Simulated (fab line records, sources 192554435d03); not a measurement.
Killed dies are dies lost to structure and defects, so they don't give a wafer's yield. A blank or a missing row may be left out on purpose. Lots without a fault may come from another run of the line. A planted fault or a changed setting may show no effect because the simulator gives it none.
Chamber matching | flow n5_finfet | N5_BEOL_M13_DESCUM_33 on rie_diel-03: 4 sister chambers
The step chemistry O2, time 7.9 s. 4 wafers are shown with their chamber, then 8 later ones without.

WAFERS WITH THEIR CHAMBER
wafer  | chamber | showerhead_plenum_p_Torr (Torr)
L086.3 | 0       | 2.18
L088.5 | 2       | 2.23
L088.6 | 1       | 2.13
L091.1 | 3       | 1.98

WAFERS WITHOUT THEIR CHAMBER
wafer  | showerhead_plenum_p_Torr (Torr)
L091.2 | 2.18
L091.6 | 2.23
L095.1 | 2.18
L095.3 | 2.13
L095.6 | 2.23
L096.2 | 2.12
L096.3 | 2.23
L096.6 | 1.98

WHICH CHAMBER EACH WENT THROUGH
wafer  | from the rows above | in truth
L091.2 | 0                   | 0
L091.6 | 2                   | 2
L095.1 | 0                   | 0
L095.3 | 1                   | 1
L095.6 | 2                   | 2
L096.2 | 1                   | 1
L096.3 | 2                   | 2
L096.6 | 3                   | 3
Placed correctly: 8 of 8. Can't be placed from these rows: 0. Placed wrongly: 0.
How it was worked out, from the rows above alone: a wafer's distance from a chamber is the root of the sum, over the readings, of the square of ((its reading less the chamber's mean) divided by the reading's scatter). The wafer belongs to the nearest chamber; if the next one is less than 2 further off, it can't be placed. A chamber's mean is the mean of its shown wafers. The scatter: with one shown wafer a chamber, the root of the mean of the squares of how far each hidden wafer lies from its nearest shown one.
